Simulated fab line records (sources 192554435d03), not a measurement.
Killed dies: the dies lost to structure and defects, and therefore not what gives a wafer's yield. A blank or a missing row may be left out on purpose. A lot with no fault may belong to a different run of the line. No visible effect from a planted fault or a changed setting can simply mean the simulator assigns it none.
fab line records	flow n5_finfet	part 1 of 2: steps 1 to 15 of 21
record: lots: 5	wafers: 15	last_day: 17
route steps=1938 shown FIN_SAQP@116
lots with no fault: from the same line, run without faults
start_h: start of the lot's first displayed wafer, in hours after the record's first day	wait_h: how many hours have passed since the lot's step before this one	" identical to the entry in the row above	L1.1+2: one row covering several wafers at once	- value missing, or start not given	* or withheld: withheld	< > ~ a bound
route shown NAME@n: names a module that has steps shown in the file, with the first one's number in the route	usual: average and standard deviation across the fault-free wafers	same: alike in all rows	chamber/n: place in a boat	sites: the reading at each site	_std_site: the values' standard deviation	_edge_site: the outer-site mean with the inner-site mean subtracted	radius_mm: for every site, how far away it sits from the centre of the wafer	mask NAME#n: copy n	behind: the last tool/chamber to shape the wafer	hold: why the lot went on hold/how many hours it stayed there/how the hold came to an end	device: whichever transistor did not switch (one of n, p or np)	end of line: the tests these same wafers got at the end of their route	a step without rows: its recipe alone	killed: dies lost to structure and defects at the first sort, not the wafer's yield	map: dies across one wafer; x = killed, . = not, _ = none there
set.NAME: the setting the step ran with; set.NAME@STEP: the setting that earlier step ran with	model.NAME: the simulator's own value behind a step, which no gauge read
lots seen at some steps along the route; tables by step, rows by wafer
services: the hour from which a tool's chamber was out of use, counted from the record's first day as start_h (under 0 if before that day), plus the number of hours and why
== steps ==
step: N5_FIN_SAQP_ETCH_52
recipe: chemistry: N2/H2	target: SOC	target_depth_a: 1000	overetch_a: 200	mask_material: SiARC	temp_c: 40	time_s: 150	ion_energy_ev: 200	pressure_mtorr: 30	source_w: 840	bias_w: 150	n2_flow_sccm: 200	h2_flow_sccm: 200	ends: end_point
usual: drypump_motor_current_A: 5.6/0.57	oes_product_au: 0.69/0.08	rf_vpp_V: 523.9/2.5	showerhead_plenum_p_Torr: 2.54/0.082	temp_c: 40.00/0.11	throttle_valve_pct: 17.78/0.23
lot.wafer	tool	chamber	start_h	wait_h	drypump_motor_current_A	oes_product_au	rf_hours_counter_h	rf_vpp_V	showerhead_plenum_p_Torr	temp_c	throttle_valve_pct
L074.2	rie_diel-06	0	24.07	0.0	4.8	0.86	4	521.9	2.52	40.13	17.85
L074.3	"	2	"	"	6.4	0.62	221	520.2	2.40	39.90	17.81
L074.6	"	2	"	"	6.4	0.62	-	519.7	2.40	39.95	17.83
L082.4	rie_diel-06	2	70.06	0.0	6.4	0.61	242	520.4	2.40	40.09	17.85
L082.5	"	0	"	"	4.9	0.82	-	523.0	2.52	40.07	17.85
L082.6	"	1	"	"	5.6	0.64	-	527.1	2.60	39.91	17.92
L087.1	rie_diel-05	3	100.35	0.0	5.8	0.62	242	523.7	2.51	40.03	18.28
L087.4	"	2	"	"	6.5	0.87	2	528.3	2.71	40.05	17.64
L087.5	"	2	"	"	6.5	0.87	-	528.8	2.71	40.07	17.67
L090.1	rie_diel-06	2	117.67	0.0	6.4	0.85	5	528.5	2.71	39.97	17.44
L090.2	"	0	"	"	4.8	0.80	29	523.3	2.51	40.00	17.88
L090.5	"	1	"	"	5.5	0.63	-	527.8	2.59	39.76	17.96
L091.1	rie_diel-02	0	126.37	0.0	5.5	0.72	111	524.9	2.58	40.05	17.77
L091.3	"	1	"	"	5.3	0.68	155	523.0	2.54	39.91	17.67
L091.6	"	2	"	"	4.7	0.71	-	527.6	2.65	39.93	17.25
step: N5_FIN_SAQP_STRIP_53
recipe: chemistry: N2/H2	temp_c: 40	n2_flow_sccm: 200	h2_flow_sccm: 200	rf_frequency_hz: 6e+07
lot.wafer	tool	chamber	start_h	wait_h
L074.2+3+6	rie_diel-06	0,2,2	24.17	0.0
L082.4+5+6	rie_diel-06	2,0,1	70.16	0.0
L087.1+4+5	rie_diel-05	3,2,2	100.45	0.0
L090.1+2+5	rie_diel-06	2,0,1	117.77	0.0
L091.1+3+6	rie_diel-02	0,1,2	126.46	0.0
step: N5_FIN_SAQP_HM_OPEN_73
recipe: chemistry: CHF3/O2	target: SiO2	stop_on: a-Si	target_depth_a: 120	over_etch_frac: 1.8	mask_material: SOC	time_s: 16.8	pressure_mtorr: 30	source_w: 650	bias_w: 170	Ar_flow_sccm: 200	CHF3_flow_sccm: 50	O2_flow_sccm: 5	ion_energy_ev: 200	ends: end_point
usual: CHF3_flow_sccm: 50.03/0.15	O2_flow_sccm: 5.001/0.015	drypump_motor_current_A: 5.6/0.57	oes_product_au: 0.46/0.054	rf_vpp_V: 522/13	showerhead_plenum_p_Torr: 2.40/0.085	throttle_valve_pct: 18.79/0.29
lot.wafer	tool	chamber	start_h	wait_h	CHF3_flow_sccm	O2_flow_sccm	drypump_motor_current_A	oes_product_au	rf_hours_counter_h	rf_vpp_V	showerhead_plenum_p_Torr	throttle_valve_pct
L074.2	rie_diel-06	0	24.18	0.0	50.26	5.019	4.8	0.57	4	537	2.34	18.38
L074.3	"	2	"	"	49.97	5.017	6.4	0.41	221	531	2.28	18.88
L074.6	"	2	"	"	49.95	5.017	6.4	0.41	-	531	2.28	18.89
L082.4	rie_diel-06	2	70.17	0.0	49.92	5.011	6.4	0.41	242	531	2.27	18.94
L082.5	"	0	"	"	50.04	4.990	4.8	0.55	-	535	2.33	18.42
L082.6	"	1	"	"	49.68	4.998	5.5	0.44	-	501	2.50	19.25
L087.1	rie_diel-05	3	100.46	0.0	49.82	5.018	5.8	0.41	242	534	2.36	19.08
L087.4	"	2	"	"	49.96	4.977	6.5	0.58	2	532	2.58	18.67
L087.5	"	2	"	"	50.27	4.974	6.5	0.57	-	532	2.58	18.67
L090.1	rie_diel-06	2	117.78	0.0	50.22	4.998	6.4	0.57	5	539	2.56	18.53
L090.2	"	0	"	"	49.95	4.992	4.8	0.54	29	537	2.33	18.42
L090.5	"	1	"	"	50.19	4.997	5.5	0.43	-	500	2.49	19.29
L091.1	rie_diel-02	0	126.47	0.0	49.94	5.006	5.5	0.48	111	517	2.42	18.64
L091.3	"	1	"	"	50.05	4.981	5.3	0.45	155	535	2.43	18.82
L091.6	"	2	"	"	50.29	4.983	4.7	0.49	-	526	2.52	18.46
step: N5_FIN_SAQP_STRIP_74
recipe: chemistry: CHF3/O2	resist: SiARC	rf_frequency_hz: 6e+07
lot.wafer	tool	chamber	start_h	wait_h
L074.2+3+6	rie_diel-06	0,2,2	24.23	0.0
L082.4+5+6	rie_diel-06	2,0,1	70.22	0.0
L087.1+4+5	rie_diel-05	3,2,2	100.51	0.0
L090.1+2+5	rie_diel-06	2,0,1	117.83	0.0
L091.1+3+6	rie_diel-02	0,1,2	126.53	0.0
step: N5_FIN_SAQP_MANDREL_ETCH_22
recipe: target_depth_a: 600	chemistry: HBr/Cl2	target: a-Si	stop_on: SiNx	bt_time_s: 10	over_etch_frac: 0.5	time_s: 30	pressure_mtorr: 10	icp_w: 800	bias_w: 75	HBr_flow_sccm: 150	Cl2_flow_sccm: 80	ends: end_point
usual: drypump_motor_current_A: 5.5/0.46	oes_product_au: 0.768/0.013	throttle_valve_pct: 35.4/0.45
lot.wafer	tool	chamber	start_h	wait_h	drypump_motor_current_A	oes_product_au	rf_hours_counter_h	throttle_valve_pct
L074.2	rie_si-03	1	24.26	0.0	4.7	0.781	104	35.0
L074.3	"	0	"	"	5.9	0.771	22	34.7
L074.6	"	2	"	"	5.5	0.777	-	36.3
L082.4	rie_si-05	0	70.25	0.0	5.8	0.776	93	35.6
L082.5	"	3	"	"	5.2	0.767	-	35.5
L082.6	"	0	"	"	5.8	0.787	-	35.6
L087.1	rie_si-04	2	100.54	0.0	5.2	0.761	149	35.0
L087.4	"	3	"	"	5.5	0.755	-	35.8
L087.5	"	0	"	"	5.6	0.747	-	35.4
L090.1	rie_si-04	0	117.86	0.0	5.6	0.758	4	35.3
L090.2	"	2	"	"	5.2	0.760	149	35.0
L090.5	"	0	"	"	5.6	0.756	-	35.4
L091.1	rie_si-04	2	126.57	0.0	5.2	0.774	149	35.0
L091.3	"	1	"	"	6.6	0.786	0	35.2
L091.6	"	3	"	"	5.5	0.772	-	35.8
step: N5_FIN_SAQP_STRIP_55
recipe: chemistry: N2/H2	power_w: 500	temp_c: 40	pressure_mtorr: 50	rf_frequency_hz: 6e+07	overash_fraction: 0.3	bias_power_w: 28	h2_frac: 0.5	n2_flow_sccm: 300	h2_flow_sccm: 300
usual: bias_power_w: 27.99/0.086	drypump_motor_current_A: 5.6/0.53	oes_product_au: 0.78/0.084	rf_vpp_V: 122.0/1.3	showerhead_plenum_p_Torr: 3.36/0.098	temp_c: 40.01/0.11	throttle_valve_pct: 18.8/0.43
lot.wafer	tool	chamber	start_h	wait_h	bias_power_w	drypump_motor_current_A	oes_product_au	rf_hours_counter_h	rf_vpp_V	showerhead_plenum_p_Torr	temp_c	throttle_valve_pct
L074.2	rie_diel-02	1	24.36	0.1	27.90	5.3	0.78	128	124.2	3.37	40.05	18.7
L074.3	"	3	"	"	28.06	6.5	0.75	149	123.0	3.37	40.05	18.6
L074.6	"	1	"	"	28.17	5.3	0.78	-	120.6	3.37	39.86	18.7
L082.4	rie_diel-06	2	70.35	0.1	27.86	6.4	0.69	242	120.2	3.17	39.96	18.6
L082.5	"	1	"	"	28.02	5.5	0.71	-	122.6	3.43	39.92	18.6
L082.6	"	0	"	"	27.89	4.9	0.94	-	123.3	3.33	40.07	19.5
L087.1	rie_diel-06	3	100.64	0.1	27.96	5.7	0.73	225	119.3	3.28	40.11	18.5
L087.4	"	1	"	"	27.95	5.6	0.71	-	120.3	3.42	40.22	18.6
L087.5	"	1	"	"	27.95	5.6	0.71	-	122.2	3.42	40.03	18.6
L090.1	rie_diel-06	2	117.96	0.1	28.02	6.4	1.00	5	122.6	3.57	39.99	18.2
L090.2	"	1	"	"	27.93	5.6	0.70	218	121.6	3.42	39.95	18.7
L090.5	"	0	"	"	28.00	4.8	0.91	-	122.2	3.32	40.08	19.6
L091.1	rie_diel-05	1	126.69	0.1	27.98	5.4	0.69	222	122.8	3.31	40.12	19.0
L091.3	"	2	"	"	28.07	6.5	0.94	11	121.2	3.57	40.03	18.9
L091.6	"	0	"	"	27.79	5.5	0.81	-	121.5	3.28	39.94	19.2
step: N5_FIN_SAQP_STRIP_23
recipe: chemistry: SPM	time_s: 750	temp_c: 130	h2so4_h2o2_vol_ratio: 4
usual: temp_c: 130.00/0.15
lot.wafer	tool	chamber	start_h	wait_h	temp_c
L074.2	wet_bench-06	7	24.43	-	129.90
L074.3	"	3	"	"	129.75
L074.6	"	2	"	"	130.01
L082.4	wet_bench-03	1	70.42	-	129.88
L082.5	"	3	"	"	130.04
L082.6	"	7	"	"	129.97
L087.1	wet_bench-04	3	100.73	-	129.86
L087.4	"	6	"	"	130.23
L087.5	"	1	"	"	129.99
L090.1	wet_bench-04	7	118.03	-	130.17
L090.2	"	6	"	"	129.77
L090.5	"	4	"	"	129.98
L091.1	wet_bench-04	4	126.76	-	129.73
L091.3	"	0	"	"	129.96
L091.6	"	7	"	"	130.06
step: N5_FIN_SAQP_SRD_66
recipe: dry: ipa_marangoni	time_s: 30	temp_c: 23	rinse_liquid: diw
usual: temp_c: 23.00/0.11
lot.wafer	tool	chamber	start_h	wait_h	temp_c
L074.2	wet_bench-06	7	24.65	0.0	23.07
L074.3	"	3	"	"	22.82
L074.6	"	2	"	"	22.96
L082.4	wet_bench-03	1	70.63	0.0	23.05
L082.5	"	3	"	"	22.87
L082.6	"	7	"	"	23.14
L087.1	wet_bench-04	3	100.94	0.0	23.12
L087.4	"	6	"	"	23.08
L087.5	"	1	"	"	22.76
L090.1	wet_bench-04	7	118.24	0.0	23.01
L090.2	"	6	"	"	23.05
L090.5	"	4	"	"	23.00
L091.1	wet_bench-04	4	126.96	0.0	23.18
L091.3	"	0	"	"	22.92
L091.6	"	7	"	"	22.99
step: N5_FIN_SAQP_RECESS_75
recipe: chemistry: HF/NH3	target: SiO2	target_depth_a: 144	afs_cycles: 3	temp_c: 30	sublimation_temp_c: 180	sublimation_time_s: 60
usual: drypump_motor_current_A: 5.8/0.74	temp_c: 29.97/0.1
lot.wafer	tool	chamber	start_h	wait_h	drypump_motor_current_A	temp_c
L074.2	vapor_etch-01	1	24.70	0.0	4.9	30.13
L074.3	"	1	"	"	4.9	30.01
L074.6	"	0	"	"	6.3	30.21
L082.4	vapor_etch-01	0	70.79	0.1	6.3	30.01
L082.5	"	0	"	"	6.3	29.84
L082.6	"	1	"	"	4.9	29.99
L087.1	vapor_etch-02	0	100.98	0.0	5.3	29.93
L087.4	"	1	"	"	6.7	29.96
L087.5	"	0	"	"	5.3	29.75
L090.1	vapor_etch-01	1	118.28	0.0	4.9	29.83
L090.2	"	0	"	"	6.3	29.94
L090.5	"	0	"	"	6.3	29.78
L091.1	vapor_etch-01	1	127.01	0.0	4.9	30.03
L091.3	"	1	"	"	4.9	29.84
L091.6	"	0	"	"	6.3	29.97
step: N5_FIN_SAQP_SPACER1_ALD_24
recipe: material: SiO2	target_thk_a: 203	temp_c: 300	ald_precursor_family: BDEAS	ald_co_reactant: O2-plasma	pulse_time_s: 1	purge_time_s: 2	co_reactant_purge_time_s: 2	ald_cycles: 218	pressure_torr: 2
usual: heater_power_w: 477/43	precursor_pulse_height_rel: 1.000/0.02
same: pulse_time_s: 1
lot.wafer	tool	chamber	start_h	wait_h	heater_power_w	precursor_pulse_height_rel
L074.2	ald_sin-03	1	25.09	0.3	453	0.998
L074.3	"	3	"	"	471	0.985
L074.6	"	3	"	"	464	1.014
L082.4	ald_sin-03	0	71.88	1.0	400	0.982
L082.5	"	1	"	"	449	0.966
L082.6	"	3	"	"	459	1.005
L087.1	ald_sin-03	1	101.60	0.5	456	1.003
L087.4	"	2	"	"	540	0.995
L087.5	"	1	"	"	445	0.971
L090.1	ald_sin-01	2	118.67	0.3	480	0.956
L090.2	"	3	"	"	525	1.027
L090.5	"	3	"	"	523	1.011
L091.1	ald_sin-03	0	127.39	0.3	400	0.989
L091.3	"	3	"	"	472	0.999
L091.6	"	3	"	"	471	1.042
step: N5_FIN_SAQP_SPACER1_ETCHBACK_25
recipe: chemistry: CHF3/O2	mode: anisotropic_etchback	target: SiO2	target_depth_a: 244	time_s: 12.2	pressure_mtorr: 30	source_w: 650	bias_w: 170	Ar_flow_sccm: 200	CHF3_flow_sccm: 50	O2_flow_sccm: 5	ion_energy_ev: 200
usual: CHF3_flow_sccm: 50.00/0.15	O2_flow_sccm: 5.000/0.016	drypump_motor_current_A: 5.6/0.53	oes_product_au: 0.78/0.097	rf_vpp_V: 521/13	showerhead_plenum_p_Torr: 2.41/0.082	throttle_valve_pct: 18.84/0.26
lot.wafer	tool	chamber	start_h	wait_h	CHF3_flow_sccm	O2_flow_sccm	drypump_motor_current_A	oes_product_au	rf_hours_counter_h	rf_vpp_V	showerhead_plenum_p_Torr	throttle_valve_pct
L074.2	rie_diel-05	1	25.80	0.4	50.15	4.981	5.5	0.72	182	505	2.40	18.85
L074.3	"	3	"	"	49.95	5.012	5.7	0.71	212	533	2.37	19.10
L074.6	"	2	"	"	50.07	5.040	6.5	0.69	-	522	2.30	19.04
L082.4	rie_diel-02	2	72.25	0.0	49.86	5.002	4.7	0.81	80	527	2.53	18.48
L082.5	"	3	"	"	50.10	5.011	6.5	0.73	-	506	2.40	18.97
L082.6	"	2	"	"	49.72	4.985	4.7	0.81	-	528	2.53	18.50
L087.1	rie_diel-06	1	102.36	0.4	50.09	5.004	5.6	0.70	211	501	2.49	19.37
L087.4	"	3	"	"	50.21	4.985	5.7	0.70	-	521	2.37	18.78
L087.5	"	1	"	"	49.89	4.973	5.6	0.69	-	500	2.49	19.36
L090.1	rie_diel-06	3	119.38	0.4	50.05	5.016	5.7	0.70	234	521	2.37	18.81
L090.2	"	2	"	"	50.12	4.996	6.4	0.99	5	539	2.56	18.61
L090.5	"	2	"	"	50.17	5.012	6.4	0.99	-	539	2.56	18.62
L091.1	rie_diel-05	2	128.11	0.4	50.02	4.987	6.4	0.92	11	531	2.57	18.75
L091.3	"	1	"	"	49.88	4.983	5.5	0.68	223	502	2.39	18.93
L091.6	"	0	"	"	50.08	4.987	5.5	0.81	-	524	2.33	18.73
step: N5_FIN_SAQP_MANDREL1_REMOVE_56
recipe: chemistry: HBr/Cl2/O2	bt_time_s: 10	target: a-Si	stop_on: SiNx	endpoint: OES-SiCl	over_etch_frac: 1	icp_w: 600	bias_w: 22	HBr_flow_sccm: 150	Cl2_flow_sccm: 80	O2_flow_sccm: 5	pressure_mtorr: 10
usual: O2_flow_sccm: 5.000/0.014	drypump_motor_current_A: 5.5/0.49	oes_product_au: 1.003/0.015	throttle_valve_pct: 36.8/0.54
lot.wafer	tool	chamber	start_h	wait_h	O2_flow_sccm	drypump_motor_current_A	oes_product_au	rf_hours_counter_h	throttle_valve_pct
L074.2	rie_si-04	1	25.89	0.1	5.001	6.6	1.019	201	37.1
L074.3	"	2	"	"	5.008	5.2	1.017	147	36.3
L074.6	"	1	"	"	4.997	6.6	1.010	-	37.1
L082.4	rie_si-03	3	72.34	0.1	4.989	5.9	0.997	6	36.9
L082.5	"	2	"	"	4.993	5.6	1.006	-	37.7
L082.6	"	3	"	"	5.010	5.9	0.992	-	36.9
L087.1	rie_si-03	0	102.49	0.1	5.006	5.9	1.000	23	36.0
L087.4	"	1	"	"	5.003	4.7	1.019	106	36.4
L087.5	"	3	"	"	4.980	5.9	0.975	-	36.9
L090.1	rie_si-03	1	119.47	0.1	5.005	4.6	1.013	106	36.4
L090.2	"	3	"	"	4.994	5.9	0.971	7	36.9
L090.5	"	1	"	"	5.010	4.7	1.016	-	36.4
L091.1	rie_si-03	3	128.20	0.1	5.004	5.9	0.982	7	36.9
L091.3	"	2	"	"	4.986	5.6	1.006	31	37.7
L091.6	"	1	"	"	5.011	4.7	1.016	-	36.4
step: N5_FIN_SAQP_CD_MEAS_27
recipe: target_cd_nm: 20	landing_energy_ev: 1000	detector: se_inlens	polarity: line
usual: cd_nm: 20.30/0.27
lot.wafer	tool	chamber	start_h	wait_h	cd_nm
L074.2	cd_sem-03	0	26.00	0.1	19.61
L074.3	"	0	"	"	19.91
L074.6	"	0	"	"	20.14
L082.4	cd_sem-03	0	72.46	0.1	20.69
L082.5	"	0	"	"	20.61
L082.6	"	0	"	"	20.67
L087.1	cd_sem-03	0	102.60	0.1	20.47
L087.4	"	0	"	"	20.40
L087.5	"	0	"	"	20.50
L090.1	cd_sem-03	0	119.58	0.1	19.79
L090.2	"	0	"	"	20.80
L090.5	"	0	"	"	20.09
L091.1	cd_sem-01	0	128.31	0.1	20.66
L091.3	"	0	"	"	20.41
L091.6	"	0	"	"	20.25
step: N5_FIN_SAQP_ETCH_57
recipe: chemistry: CH3F/O2	target: SiNx	mask_material: SiO2	target_depth_a: 325	time_s: 46.4	pressure_mtorr: 30	source_w: 395	bias_w: 73	Ar_flow_sccm: 150	CH3F_flow_sccm: 30	O2_flow_sccm: 20	ion_energy_ev: 120	ends: cleared
usual: CH3F_flow_sccm: 30.00/0.082	O2_flow_sccm: 20.00/0.062	drypump_motor_current_A: 5.6/0.54	etch_rf_on_time_s: 46.2/1.2	oes_product_au: 0.67/0.072	rf_vpp_V: 296/6.7	showerhead_plenum_p_Torr: 2.00/0.067	throttle_valve_pct: 16.28/0.21
lot.wafer	tool	chamber	start_h	wait_h	CH3F_flow_sccm	O2_flow_sccm	drypump_motor_current_A	etch_rf_on_time_s	oes_product_au	rf_hours_counter_h	rf_vpp_V	showerhead_plenum_p_Torr	throttle_valve_pct
L074.2	rie_diel-05	3	26.09	0.1	30.06	19.98	5.7	45.6	0.61	212	301	1.96	16.59
L074.3	"	2	"	"	30.08	19.90	6.5	48.3	0.59	229	295	1.90	16.48
L074.6	"	3	"	"	30.06	19.95	5.7	46.7	0.61	-	303	1.96	16.60
L082.4	rie_diel-06	0	72.55	0.1	29.97	20.00	4.8	46.0	0.81	17	305	1.94	15.98
L082.5	"	1	"	"	30.09	19.96	5.6	47.7	0.60	-	284	2.07	16.73
L082.6	"	2	"	"	30.00	20.04	6.4	45.6	0.58	-	302	1.88	16.49
L087.1	rie_diel-02	3	102.66	0.1	29.95	19.97	6.5	46.7	0.62	177	286	1.98	16.43
L087.4	"	2	"	"	29.91	19.87	4.7	47.3	0.69	90	298	2.10	15.95
L087.5	"	3	"	"	30.01	19.99	6.5	47.3	0.61	-	288	1.98	16.42
L090.1	rie_diel-05	3	119.82	0.2	30.16	20.05	5.8	45.7	0.59	248	303	1.95	16.65
L090.2	"	2	"	"	29.97	20.01	6.5	47.6	0.80	7	302	2.14	16.12
L090.5	"	2	"	"	29.93	20.07	6.5	48.1	0.80	-	301	2.14	16.11
L091.1	rie_diel-05	0	128.36	0.0	30.00	19.92	5.4	45.6	0.70	95	296	1.93	16.14
L091.3	"	2	"	"	29.98	20.01	6.5	46.7	0.80	11	300	2.14	16.14
L091.6	"	1	"	"	30.02	20.03	5.4	47.2	0.60	-	286	1.99	16.40
step: N5_FIN_SAQP_ETCH_65
recipe: chemistry: CF4	target: SiO2	target_depth_a: 40	ion_energy_ev: 350	time_s: 4.4	pressure_mtorr: 10	icp_w: 800	bias_w: 400	cf4_flow_sccm: 80
usual: drypump_motor_current_A: 5.5/0.41	oes_product_au: 1.018/0.02	throttle_valve_pct: 21.70/0.26
lot.wafer	tool	chamber	start_h	wait_h	drypump_motor_current_A	oes_product_au	rf_hours_counter_h	throttle_valve_pct
L074.2	rie_si-05	2	26.20	0.1	5.5	0.998	205	21.62
L074.3	"	3	"	"	5.2	1.055	73	21.46
L074.6	"	3	"	"	5.2	1.060	-	21.45
L082.4	rie_si-04	2	72.66	0.1	5.2	1.017	148	21.61
L082.5	"	3	"	"	5.5	0.985	-	21.84
L082.6	"	2	"	"	5.2	1.011	-	21.62
L087.1	rie_si-05	2	102.76	0.1	5.5	1.014	1	21.39
L087.4	"	0	"	"	5.8	1.010	93	21.68
L087.5	"	2	"	"	5.5	1.011	-	21.40
L090.1	rie_si-05	2	119.92	0.1	5.5	1.007	1	21.41
L090.2	"	3	"	"	5.2	1.038	75	21.45
L090.5	"	0	"	"	5.8	1.008	-	21.67
L091.1	rie_si-05	1	128.47	0.1	5.3	1.042	4	21.97
L091.3	"	2	"	"	5.5	1.008	1	21.36
L091.6	"	2	"	"	5.5	1.005	-	21.38
